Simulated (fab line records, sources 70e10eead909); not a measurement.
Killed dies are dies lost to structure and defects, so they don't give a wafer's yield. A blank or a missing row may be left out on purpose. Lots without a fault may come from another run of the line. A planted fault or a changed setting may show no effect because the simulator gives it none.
Which tool did it? | flow nand_harc | 11 lots, 33 wafers sampled, at 5 steps of a route of 1302

WHAT THE GAUGES READ, wafer by wafer
NHARC_END_SORT_01. Usual: killed_at_array 52, standard deviation 20; killed_at_other 1.0, standard deviation 1.3; killed_at_periphery 3.7, standard deviation 2.2; killed_dies 57, standard deviation 20; killed_open 3.2, standard deviation 1.6; killed_short 2.4, standard deviation 1.6.
lot  | measured     | on        | killed_at_array | killed_at_other | killed_at_periphery | killed_dies | killed_open | killed_short | flag
L880 | day 31 01:32 | prober-01 | 673 675 670     | 2 0 2           | 2 2 5               | 677 677 677 | 2 1 3       | 1 4 2        | OFF
L881 | day 30 23:29 | prober-02 | 672 673 670     | 0 0 1           | 5 4 6               | 677 677 677 | 3 3 3       | 1 5 2        | OFF

WHICH TOOL RAN EACH LOT (tool, then ch and the chambers of the sampled wafers, then the start)
lot  | NHARC_A_CONTACT_DESCUM_47          | NHARC_A_CONTACT_ETCH_48            | NHARC_A_CONTACT_ETCH_116             | NHARC_A_CONTACT_ETCH_118
L870 | rie_diel-09 ch 0,2, day 24 01:30   | rie_diel-09 ch 2,3, day 24 01:35   | har_cap_etch-03 ch 0,1, day 24 04:14 | har_cap_etch-03 ch 0,1, day 24 04:34
L871 | rie_diel-07 ch 0,1,3, day 24 10:09 | rie_diel-07 ch 0,2,3, day 24 10:14 | har_cap_etch-02 ch 0,1, day 24 12:50 | har_cap_etch-02 ch 0,1, day 24 13:11
L872 | rie_diel-09 ch 0,1,2, day 24 10:19 | rie_diel-09 ch 0,1,2, day 24 10:24 | har_cap_etch-01 ch 0,1, day 24 13:02 | har_cap_etch-01 ch 0,1, day 24 13:22
L880 | rie_diel-07 ch 1,2,3, day 27 22:32 | rie_diel-07 ch 1,2,3, day 27 22:38 | har_cap_etch-03 ch 0,1, day 28 05:16 | har_cap_etch-03 ch 0,1, day 28 05:37
L881 | rie_diel-09 ch 0,1,3, day 28 03:21 | rie_diel-09 ch 0,1,3, day 28 03:26 | har_cap_etch-02 ch 0,1, day 28 06:14 | har_cap_etch-02 ch 0,1, day 28 06:34
L883 | rie_diel-07 ch 0,2,3, day 29 03:38 | rie_diel-07 ch 0,1, day 29 03:44   | har_cap_etch-03 ch 0,1, day 29 06:25 | har_cap_etch-03 ch 0,1, day 29 06:45
L884 | rie_diel-09 ch 0,1,2, day 29 11:34 | rie_diel-09 ch 0,2,3, day 29 11:38 | har_cap_etch-01 ch 0,1, day 29 14:16 | har_cap_etch-01 ch 0,1, day 29 14:37
L886 | rie_diel-04 ch 1,2,3, day 30 08:31 | rie_diel-04 ch 0,1, day 30 08:34   | har_cap_etch-03 ch 0,1, day 30 11:16 | har_cap_etch-03 ch 0,1, day 30 11:36
L885 | rie_diel-09 ch 0,2, day 30 13:12   | rie_diel-09 ch 0,1,2, day 30 13:18 | har_cap_etch-01 ch 0,1, day 30 16:16 | har_cap_etch-01 ch 0,1, day 30 16:43
L888 | rie_diel-09 ch 0,1,2, day 31 06:47 | rie_diel-09 ch 0,1,2, day 31 06:52 | har_cap_etch-01 ch 0,1, day 31 09:33 | har_cap_etch-01 ch 0,1, day 31 09:53
L887 | rie_diel-07 ch 0,1,3, day 31 06:56 | rie_diel-07 ch 0,1,3, day 31 07:02 | har_cap_etch-02 ch 0,1, day 31 09:59 | har_cap_etch-02 ch 0,1, day 31 10:20
- NHARC_A_CONTACT_DESCUM_47: chemistry O2, time 3 s.
- NHARC_A_CONTACT_ETCH_48: etches the open film in CF4, target depth 39 nm, time 65 s.
- NHARC_A_CONTACT_ETCH_116: etches the open film in C4F8/O2/Ar, time 190 s, target depth 1850 nm.
- NHARC_A_CONTACT_ETCH_118: etches the open film in C4F8/O2/Ar, time 190 s, target depth 1850 nm.

WHAT THE TOOLS THEMSELVES READ (means of the sampled wafers that have a number; where no wafer has one, the mark that the record gives instead)
NHARC_A_CONTACT_DESCUM_47. Usual: drypump_motor_current_A 5.8 A, standard deviation 0.36; oes_product_au 0.998 a.u., standard deviation 0.0067; rf_vpp_V 57.7 V, standard deviation 0.88; showerhead_plenum_p_Torr 1.91 Torr, standard deviation 0.1; throttle_valve_pct 11.311 %, standard deviation 0.0092.
lot  | tool        | drypump_motor_current_A (A) | oes_product_au (a.u.) | rf_vpp_V (V) | showerhead_plenum_p_Torr (Torr) | throttle_valve_pct (%) | flag
L870 | rie_diel-09 | 6.4                         | 0.997                 | 57.6         | 1.90                            | 11.317                 |
L871 | rie_diel-07 | 5.5                         | 1.001                 | 57.1         | 1.93                            | 11.305                 |
L872 | rie_diel-09 | 6.1                         | 0.998                 | 57.8         | 1.92                            | 11.311                 |
L880 | rie_diel-07 | 5.5                         | 1.006                 | 58.0         | 1.84                            | 11.305                 |
L881 | rie_diel-09 | 5.9                         | 1.004                 | 57.5         | 1.86                            | 11.307                 |
L883 | rie_diel-07 | 5.4                         | 0.998                 | 57.5         | 1.91                            | 11.317                 |
L884 | rie_diel-09 | 6.1                         | 0.997                 | 57.8         | 1.91                            | 11.309                 |
L886 | rie_diel-04 | 5.9                         | 0.997                 | 57.6         | 1.93                            | 11.315                 |
L885 | rie_diel-09 | 6.3                         | 1.000                 | 57.7         | 1.89                            | 11.316                 |
L888 | rie_diel-09 | 6.1                         | 0.996                 | 57.2         | 1.91                            | 11.307                 |
L887 | rie_diel-07 | 5.5                         | 0.997                 | 57.9         | 1.92                            | 11.304                 |

NHARC_A_CONTACT_ETCH_48. Usual: bias_w 100.0 W, standard deviation 0.3; cf4_flow_sccm 150.0 sccm, standard deviation 0.43; drypump_motor_current_A 5.8 A, standard deviation 0.36; oes_product_au 0.999 a.u., standard deviation 0.0077; rf_fwd_power_W 297.3 W, standard deviation 1.3; rf_vpp_V 151.2 V, standard deviation 1.4; showerhead_plenum_p_Torr 1.76 Torr, standard deviation 0.089; throttle_valve_pct 13.283 %, standard deviation 0.0092.
lot  | tool        | bias_w (W) | cf4_flow_sccm (sccm) | drypump_motor_current_A (A) | oes_product_au (a.u.) | rf_fwd_power_W (W) | rf_vpp_V (V) | showerhead_plenum_p_Torr (Torr) | throttle_valve_pct (%) | flag
L870 | rie_diel-09 | 99.9       | 150.3                | 5.9                         | 0.998                 | 297.6              | 149.7        | 1.69                            | 13.277                 |
L871 | rie_diel-07 | 99.9       | 150.0                | 5.4                         | 0.994                 | 297.5              | 150.7        | 1.77                            | 13.283                 |
L872 | rie_diel-09 | 100.0      | 149.7                | 6.1                         | 1.004                 | 297.6              | 152.3        | 1.77                            | 13.281                 |
L880 | rie_diel-07 | 100.1      | 149.6                | 5.5                         | 1.001                 | 297.4              | 150.6        | 1.70                            | 13.285                 |
L881 | rie_diel-09 | 99.9       | 150.1                | 5.9                         | 0.994                 | 297.8              | 151.4        | 1.72                            | 13.274                 |
L883 | rie_diel-07 | 100.0      | 149.8                | 5.5                         | 0.989                 | 297.2              | 151.7        | 1.83                            | 13.286                 |
L884 | rie_diel-09 | 100.0      | 149.9                | 6.1                         | 0.989                 | 297.6              | 151.3        | 1.79                            | 13.291                 |
L886 | rie_diel-04 | 99.9       | 150.0                | 5.6                         | 1.002                 | 297.3              | 153.1        | 1.89                            | 13.282                 |
L885 | rie_diel-09 | 100.3      | 150.2                | 6.1                         | 0.990                 | 296.8              | 151.1        | 1.76                            | 13.281                 |
L888 | rie_diel-09 | 100.0      | 150.1                | 6.1                         | 0.992                 | 297.4              | 150.4        | 1.76                            | 13.283                 |
L887 | rie_diel-07 | 99.7       | 149.9                | 5.6                         | 0.991                 | 297.1              | 151.8        | 1.77                            | 13.282                 |

NHARC_A_CONTACT_ETCH_116. Usual: chamber_pressure_mTorr 20.000 mTorr, standard deviation 0.017; oes_air_line_au 1.001 a.u., standard deviation 0.021.
lot  | tool            | chamber_pressure_mTorr (mTorr) | oes_air_line_au (a.u.) | flag
L870 | har_cap_etch-03 | 19.994                         | 1.007                  |
L871 | har_cap_etch-02 | 19.987                         | 0.973                  |
L872 | har_cap_etch-01 | 20.005                         | 1.007                  |
L880 | har_cap_etch-03 | 20.015                         | 0.993                  |
L881 | har_cap_etch-02 | 20.010                         | 0.980                  |
L883 | har_cap_etch-03 | 19.991                         | 0.992                  |
L884 | har_cap_etch-01 | 20.010                         | 1.011                  |
L886 | har_cap_etch-03 | 20.005                         | 0.997                  |
L885 | har_cap_etch-01 | 20.004                         | 0.991                  |
L888 | har_cap_etch-01 | 20.007                         | 1.019                  |
L887 | har_cap_etch-02 | 19.989                         | 1.010                  |

NHARC_A_CONTACT_ETCH_118. Usual: chamber_pressure_mTorr 20.002 mTorr, standard deviation 0.019; oes_air_line_au 1.004 a.u., standard deviation 0.019.
lot  | tool            | chamber_pressure_mTorr (mTorr) | oes_air_line_au (a.u.) | flag
L870 | har_cap_etch-03 | 20.017                         | 1.009                  |
L871 | har_cap_etch-02 | 20.011                         | 1.017                  |
L872 | har_cap_etch-01 | 19.989                         | 1.011                  |
L880 | har_cap_etch-03 | -                              | -                      | OFF
L881 | har_cap_etch-02 | -                              | -                      | OFF
L883 | har_cap_etch-03 | 20.000                         | 1.014                  |
L884 | har_cap_etch-01 | 19.992                         | 1.007                  |
L886 | har_cap_etch-03 | 19.957                         | 1.003                  |
L885 | har_cap_etch-01 | 20.007                         | 0.986                  |
L888 | har_cap_etch-01 | 20.012                         | 1.002                  |
L887 | har_cap_etch-02 | 20.000                         | 1.000                  |

THE ANSWER, worked out from the rows above alone
Rule: a lot is off if the mean of its wafers that have a number lies more than 3 standard deviations from the usual mean. A lot without any number at a reading at which 4 lots or more have one is off too. The other lots that the step has rows for count as sound. The gauges are gone through in route order, then the tools' own readings, and for those a lot's mean is taken as printed above. The first step at which some lot is off is used, and at that step the reading that is off furthest; a lot without a number counts as furthest.
Off: L880, L881, at NHARC_END_SORT_01 (killed_at_array). Neither off nor sound, because the step has no rows for them: L870, L871, L872, L883, L884, L886, L885, L888, L887.
A tool fits if, at a process step before that reading, it ran every lot that is off, and no sound lot after the first of them. The gauges at NHARC_END_SORT_01 aren't tried: what is off there is off at NHARC_A_CONTACT_ETCH_118 too, on other tools, and a gauge's error can't cause that. None of those tried fits.

WHAT THE SIMULATOR HAD PUT IN
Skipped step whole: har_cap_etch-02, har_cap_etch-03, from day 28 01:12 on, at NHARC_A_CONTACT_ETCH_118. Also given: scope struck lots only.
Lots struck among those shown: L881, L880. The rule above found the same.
